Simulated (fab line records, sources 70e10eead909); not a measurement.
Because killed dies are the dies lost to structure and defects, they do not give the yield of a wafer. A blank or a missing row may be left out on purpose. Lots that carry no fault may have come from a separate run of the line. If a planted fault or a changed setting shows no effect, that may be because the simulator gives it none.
Which of the tools did it? -- flow nand-harc -- Sampling: 12 lots, 36 wafers, 6 of 1302 route steps

WHAT THE GAUGES SHOWED, per wafer
NHARC_A_M0_THK_MEAS_24: measures by xrf.
lot,measured,on,thk-nm (nm)
L440,day 23 20:30,film-metro-02,116.6 112.0 113.3
L442,day 24 03:46,film-metro-02,111.6 113.7 113.5
L444,day 25 14:26,film-metro-01,112.4 112.2 112.5
L446,day 26 18:08,film-metro-01,113.5 114.5 113.4
L448,day 26 21:48,film-metro-02,113.2 116.4 113.7
L449,day 26 23:13,film-metro-01,114.2 114.4 110.2
L455,day 29 23:41,film-metro-01,114.6 115.1 112.5
L458,day 30 15:40,film-metro-01,114.9 115.7 116.4
L456,day 30 18:11,film-metro-02,113.0 117.3 113.9
L460,day 32 04:29,film-metro-02,116.0 111.5 114.8
L459,day 32 15:01,film-metro-02,114.5 115.1 115.6
L461,day 32 18:43,film-metro-01,114.2 115.2 114.0

NHARC_A_M1_CD_MEAS_09: the cd target is 120 nm.
lot,measured,on,cd-nm (nm)
L440,day 23 22:05,cd-sem-02,119.6 120.1 120.4
L442,day 24 05:18,cd-sem-01,119.4 119.9 120.5
L444,day 25 15:51,cd-sem-03,119.0 119.3 120.0
L446,day 26 19:40,cd-sem-03,119.9 119.5 119.5
L448,day 26 23:21,cd-sem-01,120.1 120.6 120.1
L449,day 27 00:40,cd-sem-03,119.1 119.8 120.1
L455,day 30 01:08,cd-sem-03,123.2 124.0 123.7
L458,day 30 17:12,cd-sem-01,123.2 122.3 122.6
L456,day 30 19:38,cd-sem-03,119.9 119.8 120.6
L460,day 32 06:01,cd-sem-01,120.8 120.1 119.1
L459,day 32 16:37,cd-sem-01,119.7 119.6 119.5
L461,day 32 20:16,cd-sem-01,120.4 120.0 120.7

NHARC_END_SORT_01.
lot,measured,on,defect-limited-yield (%),killed-at-array,killed-at-other,killed-at-periphery,killed-dies,killed-open,killed-short
L448,day 28 14:26,prober-02,88 88 91,77 72 58,1 0 1,4 6 4,82 78 63,4 4 2,5 5 1
L449,day 28 15:21,prober-01,92 92 92,54 55 55,0 0 2,0 0 0,54 55 57,1 3 3,5 5 3

WHICH TOOL RAN EACH LOT (tool, then ch and the chambers of the sampled wafers, then the start)
lot,NHARC_A_M0_PRE_CLEAN_31,NHARC_A_M1_PEB_07,NHARC_A_M1_DESCUM_14
L440,"pecvd-01 ch 0,1, day 23 20:44","litho-track-06 ch 0, day 23 21:59","rie-diel-11 ch 1,2,3, day 23 22:16"
L442,"pecvd-04 ch 0,1,2, day 24 04:00","litho-track-06 ch 0, day 24 05:13","rie-diel-10 ch 0,1,3, day 24 05:30"
L444,"pecvd-01 ch 0,1, day 25 14:40","litho-track-01 ch 0, day 25 15:46","rie-diel-11 ch 0,2, day 25 16:02"
L446,"pecvd-04 ch 0,2, day 26 18:21","litho-track-01 ch 0, day 26 19:35","rie-diel-12 ch 2,3, day 26 19:52"
L448,"pecvd-01 ch 0,1,2, day 26 22:03","litho-track-06 ch 0, day 26 23:16","rie-diel-10 ch 0,1,3, day 26 23:33"
L449,"pecvd-03 ch 0,1,2, day 26 23:28","litho-track-06 ch 0, day 27 00:35","rie-diel-10 ch 0,2,3, day 27 00:52"
L455,"pecvd-03 ch 0,1,2, day 29 23:55","litho-track-06 ch 0, day 30 01:03","rie-diel-10 ch 0,2,3, day 30 01:20"
L458,"pecvd-01 ch 0,1,2, day 30 15:54","litho-track-06 ch 0, day 30 17:07","rie-diel-12 ch 1,2, day 30 17:23"
L456,"pecvd-01 ch 0,2, day 30 18:26","litho-track-01 ch 0, day 30 19:34","rie-diel-10 ch 0,1,3, day 30 19:51"
L460,"pecvd-01 ch 1,2, day 32 04:43","litho-track-01 ch 0, day 32 05:56","rie-diel-12 ch 0,3, day 32 06:12"
L459,"pecvd-03 ch 0,1,2, day 32 15:14","litho-track-01 ch 0, day 32 16:32","rie-diel-12 ch 0,1,2, day 32 16:49"
L461,"pecvd-01 ch 0,1,2, day 32 18:57","litho-track-01 ch 0, day 32 20:11","rie-diel-12 ch 0,1,2, day 32 20:27"
- NHARC_A_M0_PRE_CLEAN_31: time 12 s.
- NHARC_A_M1_PEB_07: peb time 65 s.
- NHARC_A_M1_DESCUM_14: chemistry O2, time 3 s.

WHAT THE TOOLS THEMSELVES READ (means of the sampled wafers that have a number; where no wafer has one, the mark that the record gives instead)
NHARC_A_M0_PRE_CLEAN_31.
lot,tool,heater-power-w (W)
L440,pecvd-01,566
L442,pecvd-04,698
L444,pecvd-01,620
L446,pecvd-04,678
L448,pecvd-01,613
L449,pecvd-03,482
L455,pecvd-03,518
L458,pecvd-01,604
L456,pecvd-01,636
L460,pecvd-01,597
L459,pecvd-03,566
L461,pecvd-01,616

NHARC_A_M1_PEB_07.
lot,tool,chill-plate-temp-C (C),exhaust-pa (Pa),heater-power-total-W (W),plate-temp-C (C)
L440,litho-track-06,23.04,44.1,156.6,99.75
L442,litho-track-06,22.96,45.0,156.9,99.88
L444,litho-track-01,23.11,44.7,156.8,100.02
L446,litho-track-01,22.99,45.4,156.2,99.97
L448,litho-track-06,22.90,44.5,156.6,100.10
L449,litho-track-06,22.94,44.6,156.8,99.94
L455,litho-track-06,23.16,44.5,158.5,100.87
L458,litho-track-06,23.00,45.8,158.4,101.03
L456,litho-track-01,23.07,45.2,156.3,100.00
L460,litho-track-01,23.03,45.3,156.6,99.99
L459,litho-track-01,22.82,44.3,156.9,99.96
L461,litho-track-01,23.10,45.3,156.4,99.73

NHARC_A_M1_DESCUM_14.
lot,tool,chamber-pressure-mTorr (mTorr),drypump-motor-current-A (A),oes-product-au (a.u.),rf-vpp-V (V),showerhead-plenum-p-Torr (Torr),throttle-valve-pct (%)
L440,rie-diel-11,60.01,5.5,0.999,57.3,1.99,11.305
L442,rie-diel-10,60.00,6.1,1.008,57.8,1.95,11.313
L444,rie-diel-11,60.06,5.9,1.005,58.1,2.01,11.310
L446,rie-diel-12,59.97,5.3,1.004,58.2,1.91,11.311
L448,rie-diel-10,60.03,6.1,0.999,57.8,1.95,11.306
L449,rie-diel-10,59.98,6.0,1.002,57.2,1.92,11.301
L455,rie-diel-10,60.01,6.0,1.003,58.1,1.92,11.306
L458,rie-diel-12,60.02,5.4,0.998,57.9,1.90,11.314
L456,rie-diel-10,60.00,6.1,1.005,57.5,1.94,11.307
L460,rie-diel-12,59.98,5.5,1.000,58.3,1.92,11.309
L459,rie-diel-12,60.03,5.4,0.993,57.7,1.88,11.312
L461,rie-diel-12,59.98,5.3,0.995,56.5,1.88,11.314

THE ANSWER, worked out from the rows above alone
Rule: the lots themselves supply what counts as usual. Put in order of their means at a reading, lots are off if they are a third of the lots or fewer, leave a main group of 4 or more, and stand apart from it by a gap of 3 or more times the standard deviation of the main group's means; of several such gaps the widest counts. A main group is skipped when, at the precision printed for the reading in the tables above, its means are all equal. A lot without any number at a reading at which 4 lots or more have one is off too. All remaining lots with rows at the step are treated as sound. First the gauges in route order, then the tools' own readings, where a lot's mean is used as printed above. The first step at which some lot is off is used, and at that step the reading that is off furthest; a lot without a number counts as furthest.
Off: L455, L458, at NHARC_A_M1_CD_MEAS_09 (cd-nm). Mean 119.9 nm and standard deviation 0.29 in the main group.
If a tool, at a process step before that reading, ran all the lots that are off and no sound lot after the first of them, it fits. The gauges at NHARC_A_M1_CD_MEAS_09 aren't tried: what is off there is off at NHARC_A_M1_PEB_07 too, on other tools, and a gauge's error can't cause that. One fits: litho-track-06 at NHARC_A_M1_PEB_07. Its last sound lot is L449 (day 27 00:35), its first lot that is off L455 (day 30 01:03): a fault that began between those two fits.
The tool's own readings at NHARC_A_M1_PEB_07 bear it out: on the lots that are off they differ by more than 5 times the standard deviation of the sound lots' means. heater-power-total-W reads 158.4 W there against 156.6 W on the sound lots; plate-temp-C reads 100.95 C there against 99.93 C on the sound lots.

WHAT HAD BEEN PUT IN BY THE SIMULATOR
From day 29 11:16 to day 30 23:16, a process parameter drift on litho-track-06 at NHARC_A_M1_PEB_07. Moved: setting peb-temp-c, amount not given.
Struck lots among those shown: L455, L458. The rule above reached the same finding.
